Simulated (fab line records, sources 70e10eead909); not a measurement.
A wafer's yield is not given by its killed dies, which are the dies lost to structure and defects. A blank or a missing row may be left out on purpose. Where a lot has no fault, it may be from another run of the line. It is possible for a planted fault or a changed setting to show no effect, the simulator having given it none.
Which of the tools did it? -- flow nand_harc -- 24 lots, 72 wafers sampled, at 6 steps of a route of 1302

== WHAT THE GAUGES READ, wafer by wafer ==
The record holds no reading of a measuring or inspecting step that can be judged against a usual standard deviation.

== TOOL THAT RAN EACH LOT (tool first, then ch and the chambers of the sampled wafers, then the start) ==
lot,NHARC_A_STAIRCASE_TRIM_20,NHARC_A_STAIRCASE_ETCH_192,NHARC_A_STAIRCASE_ETCH_197,NHARC_A_STAIRCASE_TRIM_198,NHARC_A_STAIRCASE_TRIM_200,NHARC_A_STAIRCASE_STRIP_205
L074,"rie_diel-06 ch 0,1,2, day 16 03:29","rie_diel-09 ch 0,1,3, day 16 08:25 or earlier","rie_diel-03 ch 0,2, day 16 08:25 or earlier","rie_diel-03 ch 0,2, day 16 08:25 or earlier","rie_diel-03 ch 0,1,2, day 16 08:25 or earlier","plasma_asher-02 ch 0,1, day 16 08:25"
L075,"rie_diel-03 ch 0,2,3, day 16 03:41","rie_diel-06 ch 0,2,3, day 16 09:13 or earlier","rie_diel-09 ch 2,3, day 16 09:13 or earlier","rie_diel-09 ch 0,2, day 16 09:13 or earlier","rie_diel-09 ch 1,2,3, day 16 09:13 or earlier","plasma_asher-01 ch 1, day 16 09:13"
L076,"rie_diel-06 ch 0,1,3, day 16 23:49","rie_diel-09 ch 0,2,3, day 17 04:32 or earlier","rie_diel-06 ch 1,2,3, day 17 04:32 or earlier","rie_diel-06 ch 1,2,3, day 17 04:32 or earlier","rie_diel-06 ch 0,2,3, day 17 04:32 or earlier","plasma_asher-01 ch 0,1, day 17 04:32"
L078,"rie_diel-09 ch 0,2, day 17 11:28","rie_diel-09 ch 0,1,2, day 17 20:48 or earlier","rie_diel-03 ch 0,1, day 17 20:48 or earlier","rie_diel-03 ch 0,1, day 17 20:48 or earlier","rie_diel-03 ch 0,1,2, day 17 20:48 or earlier","plasma_asher-01 ch 1, day 17 20:48"
L077,"rie_diel-09 ch 0,1,2, day 17 11:34","rie_diel-03 ch 0,2,3, day 17 19:40 or earlier","rie_diel-06 ch 0,1,3, day 17 19:40 or earlier","rie_diel-06 ch 1,2,3, day 17 19:40 or earlier","rie_diel-06 ch 1,2, day 17 19:40 or earlier","plasma_asher-02 ch 0,1, day 17 19:40"
L079,"rie_diel-03 ch 1,2, day 17 17:43","rie_diel-06 ch 0,1,2, day 17 22:45 or earlier","rie_diel-09 ch 0,3, day 17 22:45 or earlier","rie_diel-09 ch 0,3, day 17 22:45 or earlier","rie_diel-09 ch 1,2, day 17 22:45 or earlier","plasma_asher-02 ch 0,1, day 17 22:45"
L080,"rie_diel-09 ch 1,2,3, day 18 02:16","rie_diel-03 ch 1,2,3, day 18 08:04 or earlier","rie_diel-03 ch 0,1,3, day 18 08:04 or earlier","rie_diel-03 ch 0,1,3, day 18 08:04 or earlier","rie_diel-03 ch 1,2,3, day 18 08:04 or earlier","plasma_asher-02 ch 0,1, day 18 08:04"
L081,"rie_diel-06 ch 0,1,2, day 18 12:00","rie_diel-03 ch 0,2, day 18 16:38 or earlier","rie_diel-03 ch 0,1,3, day 18 16:38 or earlier","rie_diel-03 ch 0,2,3, day 18 16:38 or earlier","rie_diel-03 ch 0,1,2, day 18 16:38 or earlier","plasma_asher-02 ch 0,1, day 18 16:38"
L082,"rie_diel-09 ch 1,2,3, day 19 06:59","rie_diel-03 ch 0,1,3, day 19 13:33 or earlier","rie_diel-09 ch 0,2,3, day 19 13:33 or earlier","rie_diel-09 ch 0,1,3, day 19 13:33 or earlier","rie_diel-09 ch 0,1,3, day 19 13:33 or earlier","plasma_asher-02 ch 0,1, day 19 13:33"
L085,"rie_diel-06 ch 0,2, day 20 02:40","rie_diel-06 ch 0,2,3, day 20 08:16 or earlier","rie_diel-09 ch 0,1,2, day 20 08:16 or earlier","rie_diel-09 ch 0,3, day 20 08:16 or earlier","rie_diel-09 ch 0,1,3, day 20 08:16 or earlier","plasma_asher-02 ch 0,1, day 20 08:16"
L084,"rie_diel-06 ch 0,3, day 20 03:46","rie_diel-09 ch 0,2,3, day 20 09:06 or earlier","rie_diel-09 ch 1,2,3, day 20 09:06 or earlier","rie_diel-09 ch 0,1,3, day 20 09:06 or earlier","rie_diel-09 ch 1,2,3, day 20 09:06 or earlier","plasma_asher-02 ch 0,1, day 20 09:06"
L083,"rie_diel-09 ch 0,1,3, day 20 06:02","rie_diel-09 ch 0,2, day 20 11:10 or earlier","rie_diel-06 ch 0,2, day 20 11:10 or earlier","rie_diel-06 ch 0,3, day 20 11:10 or earlier","rie_diel-06 ch 2,3, day 20 11:10 or earlier","plasma_asher-02 ch 0,1, day 20 11:10"
L086,"rie_diel-03 ch 0,1, day 21 08:56","rie_diel-09 ch 0,1,2, day 21 14:27 or earlier","rie_diel-03 ch 2,3, day 21 14:27","rie_diel-03 ch 2,3, day 21 14:33","rie_diel-03 ch 2,3, day 21 15:44 or earlier","plasma_asher-02 ch 0,1, day 21 15:44"
L089,"rie_diel-03 ch 0,2, day 21 20:50","rie_diel-03 ch 1,2,3, day 22 02:05 or earlier","rie_diel-06 ch 0,2,3, day 22 02:05 or earlier","rie_diel-06 ch 0,1,3, day 22 02:05 or earlier","rie_diel-06 ch 0,1,2, day 22 02:05 or earlier","plasma_asher-02 ch 0,1, day 22 02:05"
L087,"rie_diel-06 ch 0,1,3, day 21 21:51","rie_diel-03 ch 0,2,3, day 22 02:55 or earlier","rie_diel-03 ch 1,2,3, day 22 02:55 or earlier","rie_diel-03 ch 0,2,3, day 22 02:55 or earlier","rie_diel-03 ch 0,1,2, day 22 02:55 or earlier","plasma_asher-02 ch 0,1, day 22 02:55"
L088,"rie_diel-03 ch 0,2,3, day 22 03:05","rie_diel-03 ch 1,2,3, day 22 07:56 or earlier","rie_diel-09 ch 2,3, day 22 07:56 or earlier","rie_diel-09 ch 0,1,3, day 22 07:56 or earlier","rie_diel-09 ch 0,3, day 22 07:56 or earlier","plasma_asher-02 ch 0,1, day 22 07:56"
L090,"rie_diel-06 ch 0,1,2, day 22 11:10","rie_diel-03 ch 0,2, day 22 16:06 or earlier","rie_diel-03 ch 0,2,3, day 22 16:06 or earlier","rie_diel-03 ch 1,2,3, day 22 16:06 or earlier","rie_diel-03 ch 0,3, day 22 16:06 or earlier","plasma_asher-02 ch 0,1, day 22 16:06"
L091,"rie_diel-06 ch 0,1,3, day 22 22:40","rie_diel-03 ch 1,2,3, day 23 03:30 or earlier","rie_diel-09 ch 1,2,3, day 23 03:30 or earlier","rie_diel-09 ch 0,1,2, day 23 03:30 or earlier","rie_diel-09 ch 2,3, day 23 03:30 or earlier","plasma_asher-02 ch 0,1, day 23 03:30"
L092,"rie_diel-09 ch 0,1,2, day 22 22:59","rie_diel-06 ch 2,3, day 23 04:05 or earlier","rie_diel-09 ch 0,3, day 23 04:05 or earlier","rie_diel-09 ch 0,1,2, day 23 04:05 or earlier","rie_diel-09 ch 0,1, day 23 04:05 or earlier","plasma_asher-02 ch 0,1, day 23 04:05"
L093,"rie_diel-06 ch 0,1,2, day 23 06:38","rie_diel-03 ch 0,2,3, day 23 15:21 or earlier","rie_diel-09 ch 0,1,2, day 23 15:21 or earlier","rie_diel-09 ch 1,2,3, day 23 15:21 or earlier","rie_diel-09 ch 0,1,2, day 23 15:21 or earlier","plasma_asher-02 ch 0,1, day 23 15:21"
L094,"rie_diel-06 ch 0,2, day 24 09:38","rie_diel-03 ch 0,1,3, day 24 17:16 or earlier","rie_diel-06 ch 2,3, day 24 17:16 or earlier","rie_diel-06 ch 1,3, day 24 17:16 or earlier","rie_diel-06 ch 0,1,3, day 24 17:16 or earlier","plasma_asher-02 ch 0,1, day 24 17:16"
L096,"rie_diel-09 ch 1,2,3, day 24 09:55","rie_diel-09 ch 0,1,3, day 24 15:20 or earlier","rie_diel-06 ch 0,1,2, day 24 15:20 or earlier","rie_diel-06 ch 0,2,3, day 24 15:20 or earlier","rie_diel-06 ch 0,1,3, day 24 15:20 or earlier","plasma_asher-01 ch 0,1, day 24 15:20"
L095,"rie_diel-03 ch 0,1,2, day 24 10:08","rie_diel-09 ch 1,2, day 24 15:02 or earlier","rie_diel-09 ch 1,2,3, day 24 15:02 or earlier","rie_diel-09 ch 1,3, day 24 15:02 or earlier","rie_diel-09 ch 0,2,3, day 24 15:02 or earlier","plasma_asher-02 ch 0,1, day 24 15:02"
L097,"rie_diel-09 ch 1,2,3, day 25 06:55","rie_diel-03 ch 0,1,3, day 25 11:39 or earlier","rie_diel-03 ch 0,1,3, day 25 11:39 or earlier","rie_diel-03 ch 0,1, day 25 11:39 or earlier","rie_diel-03 ch 1,2, day 25 11:39 or earlier","plasma_asher-02 ch 0, day 25 11:39"
- NHARC_A_STAIRCASE_TRIM_20: chemistry O2, time 211.2 s.
- NHARC_A_STAIRCASE_ETCH_192: etches the open film in C4F8/O2, target depth 100 nm, time 40.5 s.
- NHARC_A_STAIRCASE_ETCH_197: etches the open film in C4F8/O2, target depth 100 nm, time 40.5 s.
- NHARC_A_STAIRCASE_TRIM_198: chemistry O2, time 211.2 s.
- NHARC_A_STAIRCASE_TRIM_200: chemistry O2, time 211.2 s.
- NHARC_A_STAIRCASE_STRIP_205: strips in O2.

== AS READ BY THE TOOLS THEMSELVES (means over the sampled wafers that have a number; for cases with no such wafer, the mark the record gives instead) ==
NHARC_A_STAIRCASE_TRIM_20.
lot,tool,drypump_motor_current_A (A),oes_product_au (a.u.),rf_vpp_V (V),showerhead_plenum_p_Torr (Torr),throttle_valve_pct (%)
L074,rie_diel-06,5.3,1.003,58.7,3.67,17.038
L075,rie_diel-03,6.0,1.002,58.2,3.47,17.032
L076,rie_diel-06,5.3,0.994,57.8,3.66,17.032
L078,rie_diel-09,5.7,1.017,58.6,3.65,17.036
L077,rie_diel-09,5.7,1.018,57.4,3.52,17.036
L079,rie_diel-03,5.9,1.002,57.9,3.60,17.038
L080,rie_diel-09,5.3,1.002,57.6,3.43,17.034
L081,rie_diel-06,5.3,1.000,58.0,3.65,17.031
L082,rie_diel-09,5.3,1.003,57.0,3.43,17.034
L085,rie_diel-06,5.6,1.001,58.2,3.76,17.039
L084,rie_diel-06,5.5,1.007,58.1,3.76,17.036
L083,rie_diel-09,5.4,1.011,58.9,3.55,17.039
L086,rie_diel-03,5.8,1.004,57.5,3.51,17.031
L089,rie_diel-03,6.1,0.994,58.5,3.51,17.039
L087,rie_diel-06,5.3,1.006,58.0,3.64,17.032
L088,rie_diel-03,6.0,0.985,57.6,3.45,17.044
L090,rie_diel-06,5.3,0.993,57.2,3.64,17.033
L091,rie_diel-06,5.3,1.000,58.4,3.64,17.041
L092,rie_diel-09,5.6,1.005,57.5,3.49,17.033
L093,rie_diel-06,5.3,0.997,57.7,3.64,17.039
L094,rie_diel-06,5.6,0.987,58.8,3.75,17.041
L096,rie_diel-09,5.3,1.002,57.8,3.41,17.042
L095,rie_diel-03,6.0,0.998,57.6,3.50,17.031
L097,rie_diel-09,5.3,1.002,57.5,3.40,17.039

NHARC_A_STAIRCASE_ETCH_192.
lot,tool,oes_product_au (a.u.),rf_vpp_V (V)
L074,rie_diel-09,0.942,897
L075,rie_diel-06,0.941,905
L076,rie_diel-09,0.956,897
L078,rie_diel-09,0.946,895
L077,rie_diel-03,0.935,894
L079,rie_diel-06,0.936,901
L080,rie_diel-03,0.945,896
L081,rie_diel-03,0.958,896
L082,rie_diel-03,0.946,895
L085,rie_diel-06,0.935,904
L084,rie_diel-09,0.939,897
L083,rie_diel-09,0.946,895
L086,rie_diel-09,0.949,894
L089,rie_diel-03,0.933,895
L087,rie_diel-03,0.933,894
L088,rie_diel-03,0.949,896
L090,rie_diel-03,0.932,893
L091,rie_diel-03,0.944,895
L092,rie_diel-06,0.946,904
L093,rie_diel-03,0.930,893
L094,rie_diel-03,0.939,893
L096,rie_diel-09,0.953,895
L095,rie_diel-09,0.952,890
L097,rie_diel-03,0.933,893

NHARC_A_STAIRCASE_ETCH_197.
lot,tool,oes_product_au (a.u.),rf_vpp_V (V)
L074,rie_diel-03,0.928,896
L075,rie_diel-09,0.970,895
L076,rie_diel-06,0.955,901
L078,rie_diel-03,0.972,895
L077,rie_diel-06,0.976,901
L079,rie_diel-09,0.946,899
L080,rie_diel-03,0.928,894
L081,rie_diel-03,0.938,893
L082,rie_diel-09,0.977,897
L085,rie_diel-09,0.950,896
L084,rie_diel-09,0.952,893
L083,rie_diel-06,0.967,904
L086,rie_diel-03,0.917,896
L089,rie_diel-06,0.961,904
L087,rie_diel-03,0.941,896
L088,rie_diel-09,0.978,893
L090,rie_diel-03,0.940,894
L091,rie_diel-09,0.971,892
L092,rie_diel-09,0.962,898
L093,rie_diel-09,0.983,894
L094,rie_diel-06,0.908,905
L096,rie_diel-06,0.968,900
L095,rie_diel-09,0.945,892
L097,rie_diel-03,0.938,893

NHARC_A_STAIRCASE_TRIM_198.
lot,tool,drypump_motor_current_A (A),oes_product_au (a.u.),rf_vpp_V (V),showerhead_plenum_p_Torr (Torr),throttle_valve_pct (%)
L074,rie_diel-03,6.0,0.998,57.1,3.53,17.038
L075,rie_diel-09,5.7,0.996,57.9,3.52,17.033
L076,rie_diel-06,5.3,0.994,59.0,3.67,17.031
L078,rie_diel-03,5.8,1.011,57.9,3.52,17.040
L077,rie_diel-06,5.3,1.002,58.1,3.67,17.034
L079,rie_diel-09,5.5,1.014,58.6,3.69,17.036
L080,rie_diel-03,5.9,0.993,58.0,3.46,17.036
L081,rie_diel-03,6.0,1.005,58.0,3.47,17.027
L082,rie_diel-09,5.4,1.008,57.4,3.56,17.043
L085,rie_diel-09,5.2,1.009,57.6,3.61,17.028
L084,rie_diel-09,5.4,1.018,57.9,3.55,17.033
L083,rie_diel-06,5.4,1.002,58.8,3.77,17.036
L086,rie_diel-03,6.0,0.989,57.8,3.52,17.039
L089,rie_diel-06,5.2,1.000,58.1,3.64,17.036
L087,rie_diel-03,6.0,0.995,58.0,3.45,17.033
L088,rie_diel-09,5.4,0.997,57.8,3.54,17.033
L090,rie_diel-03,5.9,1.001,58.1,3.52,17.032
L091,rie_diel-09,5.6,1.007,57.6,3.49,17.036
L092,rie_diel-09,5.6,0.994,57.6,3.49,17.042
L093,rie_diel-09,5.3,1.006,57.3,3.41,17.044
L094,rie_diel-06,5.2,1.003,57.7,3.64,17.033
L096,rie_diel-06,5.5,0.972,58.2,3.75,17.040
L095,rie_diel-09,5.3,0.990,57.6,3.40,17.036
L097,rie_diel-03,6.0,0.996,57.7,3.44,17.045

NHARC_A_STAIRCASE_TRIM_200.
lot,tool,drypump_motor_current_A (A),oes_product_au (a.u.),rf_vpp_V (V),showerhead_plenum_p_Torr (Torr),throttle_valve_pct (%)
L074,rie_diel-03,6.0,1.013,58.1,3.53,17.029
L075,rie_diel-09,5.3,0.998,57.7,3.44,17.036
L076,rie_diel-06,5.5,0.991,58.7,3.78,17.040
L078,rie_diel-03,5.9,1.008,57.5,3.53,17.040
L077,rie_diel-06,5.1,0.987,57.8,3.56,17.043
L079,rie_diel-09,5.5,1.015,57.7,3.39,17.028
L080,rie_diel-03,5.8,0.994,57.4,3.53,17.042
L081,rie_diel-03,6.0,1.000,57.0,3.53,17.043
L082,rie_diel-09,5.4,1.011,58.3,3.56,17.032
L085,rie_diel-09,5.4,1.013,58.3,3.55,17.036
L084,rie_diel-09,5.3,1.006,57.0,3.43,17.030
L083,rie_diel-06,5.6,0.995,58.5,3.77,17.034
L086,rie_diel-03,6.0,0.994,58.3,3.46,17.039
L089,rie_diel-06,5.3,0.997,58.7,3.64,17.051
L087,rie_diel-03,6.0,1.002,59.0,3.51,17.036
L088,rie_diel-09,5.2,0.998,59.0,3.60,17.034
L090,rie_diel-03,6.0,0.992,56.7,3.39,17.036
L091,rie_diel-09,5.4,1.009,57.3,3.42,17.037
L092,rie_diel-09,5.6,1.008,57.5,3.48,17.030
L093,rie_diel-09,5.7,1.015,58.0,3.49,17.037
L094,rie_diel-06,5.2,0.994,58.0,3.63,17.048
L096,rie_diel-06,5.3,0.991,58.3,3.63,17.039
L095,rie_diel-09,5.4,1.009,57.4,3.54,17.042
L097,rie_diel-03,5.8,1.002,58.0,3.57,17.041

NHARC_A_STAIRCASE_STRIP_205.
lot,tool,drypump_motor_current_A (A),heater_power_w (W)
L074,plasma_asher-02,4.9,353
L075,plasma_asher-01,5.7,347
L076,plasma_asher-01,5.6,344
L078,plasma_asher-01,5.6,339
L077,plasma_asher-02,5.2,339
L079,plasma_asher-02,4.9,346
L080,plasma_asher-02,4.9,349
L081,plasma_asher-02,5.2,347
L082,plasma_asher-02,5.2,342
L085,plasma_asher-02,4.9,351
L084,plasma_asher-02,4.9,348
L083,plasma_asher-02,4.9,348
L086,plasma_asher-02,4.9,349
L089,plasma_asher-02,4.9,349
L087,plasma_asher-02,5.1,338
L088,plasma_asher-02,5.1,340
L090,plasma_asher-02,4.9,344
L091,plasma_asher-02,5.2,340
L092,plasma_asher-02,4.9,352
L093,plasma_asher-02,5.1,342
L094,plasma_asher-02,4.9,347
L096,plasma_asher-01,5.6,350
L095,plasma_asher-02,5.1,342
L097,plasma_asher-02,5.4,332

== THE ANSWER, worked out from the rows above alone ==
Rule: the usual values come from the lots themselves. The widest of any qualifying gaps counts: lots, ordered by their means at a reading, are off when they make up no more than a third of the lots, leave a main group of 4 or more, and stand apart from it by 3 or more times the standard deviation of that group's means. Not used: any main group whose means are identical at the precision the tables above print for the reading. Also off: a lot with no number at a reading for which 4 or more lots have one. All remaining lots with rows at the step are treated as sound. The gauges are gone through in route order, then the tools' own readings, and for those a lot's mean is taken as printed above. The first step at which some lot is off is used, and at that step the reading that is off furthest; a lot without a number counts as furthest.
Across all readings shown, no lot is off: no conclusion can be drawn from this.

== WHAT THE SIMULATOR PUT IN ==
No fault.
